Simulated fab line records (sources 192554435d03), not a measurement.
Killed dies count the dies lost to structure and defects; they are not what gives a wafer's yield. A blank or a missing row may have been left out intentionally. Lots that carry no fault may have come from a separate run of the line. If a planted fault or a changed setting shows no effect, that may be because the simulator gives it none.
Which tool did it? :: flow n5 finfet :: 11 lots, 31 wafers sampled, at 4 steps of a route of 1938

WHAT THE GAUGES SHOWED, per wafer
The record lacks any reading of a measuring or inspecting step that a usual standard deviation could be used to judge.

TOOL THAT RAN EACH LOT (tool first, then ch and the chambers of the sampled wafers, then the start)
lot: L730
N5_BEOL_M8_ETCH_66: rie diel-02 ch 0,2,3, day 9 03:58
N5_BEOL_M8_TRENCH_ETCH_37: rie diel-02 ch 0,2,3, day 9 05:00 or earlier
N5_BEOL_M8_DEGAS_44: pvd sputter-02, day 9 05:00
N5_BEOL_M8_ALD_77: ald metal-01 ch 0,1, day 9 05:20

lot: L731
N5_BEOL_M8_ETCH_66: rie diel-01 ch 1,2,3, day 9 18:13
N5_BEOL_M8_TRENCH_ETCH_37: rie diel-01 ch 1,2,3, day 9 20:37 or earlier
N5_BEOL_M8_DEGAS_44: pvd sputter-01, day 9 20:37
N5_BEOL_M8_ALD_77: ald metal-02 ch 0,1,3, day 9 20:43

lot: L733
N5_BEOL_M8_ETCH_66: rie diel-01 ch 0,1,3, day 10 05:04
N5_BEOL_M8_TRENCH_ETCH_37: rie diel-01 ch 0,1,3, day 10 05:55 or earlier
N5_BEOL_M8_DEGAS_44: pvd sputter-01, day 10 05:55
N5_BEOL_M8_ALD_77: ald metal-02 ch 1,2,3, day 10 06:01

lot: L734
N5_BEOL_M8_ETCH_66: rie diel-01 ch 1,2,3, day 10 05:32
N5_BEOL_M8_TRENCH_ETCH_37: rie diel-01 ch 1,2,3, day 10 06:25 or earlier
N5_BEOL_M8_DEGAS_44: pvd sputter-03, day 10 06:25
N5_BEOL_M8_ALD_77: ald metal-01 ch 1,2,3, day 10 06:32

lot: L735
N5_BEOL_M8_ETCH_66: rie diel-02 ch 0,1,2, day 10 12:23
N5_BEOL_M8_TRENCH_ETCH_37: rie diel-02 ch 0,1,2, day 10 13:25 or earlier
N5_BEOL_M8_DEGAS_44: pvd sputter-01, day 10 13:25
N5_BEOL_M8_ALD_77: ald metal-01 ch 0,1,2, day 10 13:38

lot: L738
N5_BEOL_M8_ETCH_66: rie diel-04 ch 0,2, day 11 05:07
N5_BEOL_M8_TRENCH_ETCH_37: rie diel-04 ch 0,2, day 11 07:22 or earlier
N5_BEOL_M8_DEGAS_44: pvd sputter-02, day 11 07:22
N5_BEOL_M8_ALD_77: ald metal-01 ch 1,3, day 11 07:28

lot: L745
N5_BEOL_M8_ETCH_66: rie diel-01 ch 1, day 13 07:53
N5_BEOL_M8_TRENCH_ETCH_37: rie diel-01 ch 1, day 13 10:27 or earlier
N5_BEOL_M8_DEGAS_44: pvd sputter-03, day 13 10:27
N5_BEOL_M8_ALD_77: ald metal-01 ch 0,1, day 13 10:34

lot: L746
N5_BEOL_M8_ETCH_66: rie diel-04 ch 2,3, day 13 13:45
N5_BEOL_M8_TRENCH_ETCH_37: rie diel-04 ch 2,3, day 13 14:43 or earlier
N5_BEOL_M8_DEGAS_44: pvd sputter-02, day 13 14:43
N5_BEOL_M8_ALD_77: ald metal-01 ch 1,3, day 13 14:50

lot: L749
N5_BEOL_M8_ETCH_66: rie diel-04 ch 0,1, day 13 20:19
N5_BEOL_M8_TRENCH_ETCH_37: rie diel-04 ch 0,1, day 13 21:10 or earlier
N5_BEOL_M8_DEGAS_44: pvd sputter-03, day 13 21:10
N5_BEOL_M8_ALD_77: ald metal-02 ch 1,2,3, day 13 21:16

lot: L748
N5_BEOL_M8_ETCH_66: rie diel-02 ch 0,1,3, day 14 02:23
N5_BEOL_M8_TRENCH_ETCH_37: rie diel-02 ch 0,1,3, day 14 04:07 or earlier
N5_BEOL_M8_DEGAS_44: pvd sputter-02, day 14 04:07
N5_BEOL_M8_ALD_77: ald metal-03 ch 0,1,2, day 14 04:22

lot: L753
N5_BEOL_M8_ETCH_66: rie diel-01 ch 1,3, day 14 23:12
N5_BEOL_M8_TRENCH_ETCH_37: rie diel-01 ch 1,3, day 15 00:06 or earlier
N5_BEOL_M8_DEGAS_44: pvd sputter-02, day 15 00:06
N5_BEOL_M8_ALD_77: ald metal-02 ch 1,3, day 15 00:20
- N5_BEOL_M8_ETCH_66: etches SOC in N2/H2, target depth 80 nm, overetch 16 nm, time 120 s.
- N5_BEOL_M8_TRENCH_ETCH_37: etches SiCOH lowk in C4F6/O2, target depth 93.478 nm, time 31.2 s.
- N5_BEOL_M8_DEGAS_44: time 60 s.
- N5_BEOL_M8_ALD_77: deposits TaN, target thk 2 nm, pulse time 2 s, purge time 3 s.

AS READ BY THE TOOLS THEMSELVES (means over the sampled wafers that have a number; for cases with no such wafer, the mark the record gives instead)
N5_BEOL_M8_ETCH_66. Usual: drypump motor current A 5.5 A, standard deviation 0.45; oes product au 0.60 a.u., standard deviation 0.058; rf vpp V 523.8 V, standard deviation 2.5; showerhead plenum p Torr 2.53 Torr, standard deviation 0.085; throttle valve pct 17.9 %, standard deviation 0.3.
lot: L730
tool: rie diel-02
drypump motor current A (A): 5.2
oes product au (a.u.): 0.57
rf vpp V (V): 522.2
showerhead plenum p Torr (Torr): 2.49
throttle valve pct (%): 18.0
flag: 

lot: L731
tool: rie diel-01
drypump motor current A (A): 6.0
oes product au (a.u.): 0.63
rf vpp V (V): 526.1
showerhead plenum p Torr (Torr): 2.60
throttle valve pct (%): 17.9
flag: 

lot: L733
tool: rie diel-01
drypump motor current A (A): 6.1
oes product au (a.u.): 0.64
rf vpp V (V): 525.5
showerhead plenum p Torr (Torr): 2.57
throttle valve pct (%): 18.0
flag: 

lot: L734
tool: rie diel-01
drypump motor current A (A): 6.0
oes product au (a.u.): 0.62
rf vpp V (V): 526.0
showerhead plenum p Torr (Torr): 2.60
throttle valve pct (%): 17.9
flag: 

lot: L735
tool: rie diel-02
drypump motor current A (A): 5.3
oes product au (a.u.): 0.59
rf vpp V (V): 522.2
showerhead plenum p Torr (Torr): 2.47
throttle valve pct (%): 17.9
flag: 

lot: L738
tool: rie diel-04
drypump motor current A (A): 5.6
oes product au (a.u.): 0.66
rf vpp V (V): 525.3
showerhead plenum p Torr (Torr): 2.59
throttle valve pct (%): 18.1
flag: 

lot: L745
tool: rie diel-01
drypump motor current A (A): 6.1
oes product au (a.u.): 0.56
rf vpp V (V): 521.5
showerhead plenum p Torr (Torr): 2.43
throttle valve pct (%): 18.1
flag: 

lot: L746
tool: rie diel-04
drypump motor current A (A): 5.6
oes product au (a.u.): 0.61
rf vpp V (V): 524.6
showerhead plenum p Torr (Torr): 2.57
throttle valve pct (%): 18.1
flag: 

lot: L749
tool: rie diel-04
drypump motor current A (A): 5.0
oes product au (a.u.): 0.67
rf vpp V (V): 523.0
showerhead plenum p Torr (Torr): 2.51
throttle valve pct (%): 17.7
flag: 

lot: L748
tool: rie diel-02
drypump motor current A (A): 5.3
oes product au (a.u.): 0.58
rf vpp V (V): 522.7
showerhead plenum p Torr (Torr): 2.50
throttle valve pct (%): 17.9
flag: 

lot: L753
tool: rie diel-01
drypump motor current A (A): 6.2
oes product au (a.u.): 0.57
rf vpp V (V): 524.7
showerhead plenum p Torr (Torr): 2.57
throttle valve pct (%): 18.3
flag: 

N5_BEOL_M8_TRENCH_ETCH_37. Usual: drypump motor current A 5.5 A, standard deviation 0.45; oes product au 0.79 a.u., standard deviation 0.08; rf vpp V 667 V, standard deviation 8.3; showerhead plenum p Torr 2.84 Torr, standard deviation 0.086; throttle valve pct 21.05 %, standard deviation 0.27.
lot: L730
tool: rie diel-02
drypump motor current A (A): 5.2
oes product au (a.u.): 0.73
rf vpp V (V): 663
showerhead plenum p Torr (Torr): 2.81
throttle valve pct (%): 21.18
flag: 

lot: L731
tool: rie diel-01
drypump motor current A (A): 6.0
oes product au (a.u.): 0.82
rf vpp V (V): 671
showerhead plenum p Torr (Torr): 2.90
throttle valve pct (%): 20.98
flag: 

lot: L733
tool: rie diel-01
drypump motor current A (A): 6.1
oes product au (a.u.): 0.84
rf vpp V (V): 665
showerhead plenum p Torr (Torr): 2.87
throttle valve pct (%): 21.09
flag: 

lot: L734
tool: rie diel-01
drypump motor current A (A): 6.0
oes product au (a.u.): 0.81
rf vpp V (V): 671
showerhead plenum p Torr (Torr): 2.90
throttle valve pct (%): 20.99
flag: 

lot: L735
tool: rie diel-02
drypump motor current A (A): 5.3
oes product au (a.u.): 0.77
rf vpp V (V): 662
showerhead plenum p Torr (Torr): 2.78
throttle valve pct (%): 21.11
flag: 

lot: L738
tool: rie diel-04
drypump motor current A (A): 5.6
oes product au (a.u.): 0.88
rf vpp V (V): 667
showerhead plenum p Torr (Torr): 2.88
throttle valve pct (%): 21.12
flag: 

lot: L745
tool: rie diel-01
drypump motor current A (A): 6.1
oes product au (a.u.): 0.73
rf vpp V (V): 658
showerhead plenum p Torr (Torr): 2.73
throttle valve pct (%): 21.24
flag: 

lot: L746
tool: rie diel-04
drypump motor current A (A): 5.6
oes product au (a.u.): 0.80
rf vpp V (V): 659
showerhead plenum p Torr (Torr): 2.87
throttle valve pct (%): 21.12
flag: 

lot: L749
tool: rie diel-04
drypump motor current A (A): 5.0
oes product au (a.u.): 0.89
rf vpp V (V): 670
showerhead plenum p Torr (Torr): 2.82
throttle valve pct (%): 20.92
flag: 

lot: L748
tool: rie diel-02
drypump motor current A (A): 5.3
oes product au (a.u.): 0.75
rf vpp V (V): 669
showerhead plenum p Torr (Torr): 2.81
throttle valve pct (%): 21.03
flag: 

lot: L753
tool: rie diel-01
drypump motor current A (A): 6.2
oes product au (a.u.): 0.75
rf vpp V (V): 667
showerhead plenum p Torr (Torr): 2.87
throttle valve pct (%): 21.33
flag: 

N5_BEOL_M8_DEGAS_44. Usual: heater power w 312 W, standard deviation 20.
lot: L730
tool: pvd sputter-02
heater power w (W): 331
flag: 

lot: L731
tool: pvd sputter-01
heater power w (W): 325
flag: 

lot: L733
tool: pvd sputter-01
heater power w (W): 325
flag: 

lot: L734
tool: pvd sputter-03
heater power w (W): 326
flag: 

lot: L735
tool: pvd sputter-01
heater power w (W): 319
flag: 

lot: L738
tool: pvd sputter-02
heater power w (W): 327
flag: 

lot: L745
tool: pvd sputter-03
heater power w (W): 315
flag: 

lot: L746
tool: pvd sputter-02
heater power w (W): 284
flag: 

lot: L749
tool: pvd sputter-03
heater power w (W): 332
flag: 

lot: L748
tool: pvd sputter-02
heater power w (W): 299
flag: 

lot: L753
tool: pvd sputter-02
heater power w (W): 311
flag: 

N5_BEOL_M8_ALD_77. Usual: heater power w 390 W, standard deviation 33; mfc carrier sccm 1500 sccm, standard deviation 4.4.
lot: L730
tool: ald metal-01
heater power w (W): 371
mfc carrier sccm (sccm): 1499
flag: 

lot: L731
tool: ald metal-02
heater power w (W): 423
mfc carrier sccm (sccm): 1499
flag: 

lot: L733
tool: ald metal-02
heater power w (W): 412
mfc carrier sccm (sccm): 1502
flag: 

lot: L734
tool: ald metal-01
heater power w (W): 375
mfc carrier sccm (sccm): 1494
flag: 

lot: L735
tool: ald metal-01
heater power w (W): 392
mfc carrier sccm (sccm): 1496
flag: 

lot: L738
tool: ald metal-01
heater power w (W): 344
mfc carrier sccm (sccm): 1501
flag: 

lot: L745
tool: ald metal-01
heater power w (W): 384
mfc carrier sccm (sccm): 1502
flag: 

lot: L746
tool: ald metal-01
heater power w (W): 346
mfc carrier sccm (sccm): 1502
flag: 

lot: L749
tool: ald metal-02
heater power w (W): 419
mfc carrier sccm (sccm): 1502
flag: 

lot: L748
tool: ald metal-03
heater power w (W): 402
mfc carrier sccm (sccm): 1503
flag: 

lot: L753
tool: ald metal-02
heater power w (W): 404
mfc carrier sccm (sccm): 1502
flag: 

THE ANSWER, worked out from the rows above alone
Rule: a lot is off if the mean of its wafers that have a number lies more than 3 standard deviations from the usual mean. Also off: a lot with no number at a reading for which 4 or more lots have one. Where the step has rows for the other lots, those lots are counted as sound. First the gauges in route order, then the tools' own readings, where a lot's mean is used as printed above. The first step at which some lot is off is used, and at that step the reading that is off furthest; a lot without a number counts as furthest.
No lot is off on any of the readings shown, so nothing can be concluded from this.

WHAT THE SIMULATOR PUT IN
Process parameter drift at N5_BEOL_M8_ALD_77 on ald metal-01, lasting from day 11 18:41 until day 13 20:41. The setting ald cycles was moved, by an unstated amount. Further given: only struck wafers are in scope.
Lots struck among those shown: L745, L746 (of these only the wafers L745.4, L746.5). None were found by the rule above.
